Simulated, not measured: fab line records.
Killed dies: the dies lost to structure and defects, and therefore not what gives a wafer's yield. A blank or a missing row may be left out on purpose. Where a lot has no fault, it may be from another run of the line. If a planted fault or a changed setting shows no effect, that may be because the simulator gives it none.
Matching of chambers	flow n5Finfet	4 sister chambers for N5_BEOL_M0_TRENCH_ETCH_107 on rieDiel-01
The step etches SiOC in C4F6/O2, target depth 32.8 nm, time 16.4 s. 18 wafers are shown with their chamber, then 9 later ones without.

EACH WAFER AND ITS CHAMBER
wafer	chamber	drypumpMotorCurrentA (A)	rfVppV (V)	showerheadPlenumPTorr (Torr)
L076.3	2	5.2	667	2.92
L076.4	3	6.3	675	2.94
L076.6	0	6.4	666	2.97
L080.2	1	5.7	662	2.97
L080.3	0	6.4	664	2.97
L080.5	1	5.7	663	2.97
L081.2	1	5.7	662	2.97
L081.3	0	6.3	665	2.97
L081.6	1	5.7	662	2.97
L082.1	3	6.3	673	2.93
L082.4	3	6.3	674	2.93
L082.5	1	5.7	661	2.97
L085.1	3	6.3	675	2.93
L085.4	0	6.4	665	2.96
L085.5	2	5.3	664	2.91
L089.2	1	5.7	662	2.96
L089.3	3	6.3	675	2.93
L089.4	0	6.4	665	2.96

SIGNATURES (means of the wafers above)
reading	chamber 0	chamber 1	chamber 2	chamber 3	scatter within a chamber
drypumpMotorCurrentA	6.380	5.700	5.250	6.300	0.0305
rfVppV	665.00	662.00	665.50	674.40	0.914
showerheadPlenumPTorr	2.9660	2.9683	2.9150	2.9320	0.00488
Rule: for a wafer and a chamber, the distance is found by dividing, reading by reading, the gap between the wafer's reading and the chamber's mean by the reading's scatter, squaring, summing and taking the root. If the next closest chamber is less than 2 further off than the closest, the wafer can't be placed; otherwise it belongs to the closest. The scatter: the root of (the sum of the squares of (reading less its chamber's mean) over the shown wafers, divided by (wafers less chambers)).

WAFERS WHOSE CHAMBER IS MISSING
wafer	drypumpMotorCurrentA (A)	rfVppV (V)	showerheadPlenumPTorr (Torr)
L093.1	5.7	662	2.95
L093.4	5.7	661	2.95
L093.5	6.3	665	2.95
L092.4	6.4	665	2.95
L092.5	5.7	662	2.95
L092.6	6.4	666	2.95
L096.3	5.7	661	2.95
L096.4	6.3	664	2.95
L096.5	5.7	661	2.95

CHAMBER TAKEN BY EACH
wafer	from the rows above	in truth
L093.1	1	1
L093.4	1	1
L093.5	0	0
L092.4	0	0
L092.5	1	1
L092.6	0	0
L096.3	1	1
L096.4	0	0
L096.5	1	1
9 of 9 placed correctly. Left unplaced by these rows: 0. Placed wrongly: 0.
